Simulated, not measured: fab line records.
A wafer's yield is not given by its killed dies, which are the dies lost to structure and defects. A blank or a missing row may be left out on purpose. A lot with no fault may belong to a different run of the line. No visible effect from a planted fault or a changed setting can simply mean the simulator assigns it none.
Code-filled problem report in 8D (eight disciplines) form / flow nand_harc / the parts of the form that need people (team, actions taken, sign-off) are left out

## 1. THE PROBLEM
A mean of 138 is read at NHARC_END_SORT_01 for killed_at_array, taken on 1 wafer of 1 lot, against 28 (standard deviation 8.9) on wafers free of any fault. Relative to the usual mean, that is a shift of +12 standard deviations.
Earliest sighting: wafer L407.3 on prober-01 at day 24 09:16. The record holds 3 wafers of 1 lot with a number at this step. The rule behind "out" and "out of limits": a value lying over 4 standard deviations away from the usual mean. The rest of the wafers with a number are treated as sound.

## 2. WHAT THIS IS AND IS NOT
question=which readings at this step | is=killed_at_array, killed_dies | is not=killed_at_other, killed_at_periphery, killed_open, killed_short
question=which lots | is=L407 | is not=-
question=which wafers of those lots | is=L407.3 | is not=L407.1, L407.4
question=read on which gauges | is=prober-01 | is not=-
question=when | is=from day 24 09:16 | is not=up to then (1 sound wafer); but 1 sound wafer of L407 came after

## 3. THE SUSPECTS, EACH WITH WHAT RULES IT OUT
Counting: any tool at a process step up to the reading remains a suspect provided it ran every lot that is out. Sound lots after the first of them don't rule it out here, since some wafers of a struck lot are sound.
- the gauge at NHARC_END_SORT_01: kept. All the wafers that are out were read on prober-01, and no step on other tools shows them out.
- rie_diel-10 at NHARC_A_STAIRCASE_TRIM_202 (chemistry O2, time 211.2 s): kept. It ran the lot that is out, L407 (day 15 14:22).
- pvd_sputter-01 at NHARC_A_BONDPAD_PVD_17 (deposits TaN, target thk 5 nm, time 8.06 s): kept. It ran the lot that is out, L407 (day 23 14:34). Because NHARC_A_BONDPAD_PVD_17 lacks a start for some lots, the hours and order of its lots are taken from NHARC_THIN_TSV_ETCH_15.
- rie_si-01 at NHARC_THIN_TSV_ETCH_15 (target depth 3000 nm, bosch target overetch cycles 2, bosch etch step 2.8 s): kept. It ran the lot that is out, L407 (day 23 14:34).
- pvd_sputter-02 at NHARC_THIN_TSV_DEGAS_49 (time 120 s): kept. It ran the lot that is out, L407 (day 23 17:27).
- In rie_diel-10 at NHARC_A_STAIRCASE_TRIM_202, the wafers that are out were processed in chamber 2 and their sound lot-mates in chambers 0, 1.
- In rie_si-01 at NHARC_THIN_TSV_ETCH_15, the wafers that are out were processed in chamber 2 and their sound lot-mates in chambers 0, 3.
Left after counting: rie_diel-10 at NHARC_A_STAIRCASE_TRIM_202, pvd_sputter-01 at NHARC_A_BONDPAD_PVD_17, rie_si-01 at NHARC_THIN_TSV_ETCH_15, pvd_sputter-02 at NHARC_THIN_TSV_DEGAS_49, prober-01 at NHARC_END_SORT_01.

## 4. THE CAUSE (what the simulator had put in)
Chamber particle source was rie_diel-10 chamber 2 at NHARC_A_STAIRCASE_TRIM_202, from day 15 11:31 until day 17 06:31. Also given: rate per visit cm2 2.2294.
This tool is one of the 5 suspects left after counting.

## 5. THE CHAIN OF EFFECTS, in route order
Each row: a reading where the mean over the struck wafers with a number is more than 3 standard deviations away from the usual. Scope: only readings with a usual standard deviation given in the record; hours: median across lots of the time from each lot's start at the first step in this table that gives one to its start at this step; sigmas: change in usual standard deviations.
hours=0; step=NHARC_END_SORT_01; reading=killed_at_array; usual=28; on struck wafers=138; change=+110; sigmas=+12
hours=0; step=NHARC_END_SORT_01; reading=killed_dies; usual=32; on struck wafers=139; change=+107; sigmas=+11

## 6. HOW IT WOULD HAVE BEEN CAUGHT EARLIER
In this record the first reading out of limits at a measuring or inspecting step was taken at day 24 09:16, 214 hours after the fault began at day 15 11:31.
Of the tool readings at NHARC_A_STAIRCASE_TRIM_202 for which the record gives a usual standard deviation, none was out on any struck wafer, so an alarm limit of 4 standard deviations on them would not have fired.
All the lots that are out (1) had begun NHARC_A_STAIRCASE_TRIM_202 on rie_diel-10 by day 24 09:16. None of them would have been spared by holding the tool at that moment.
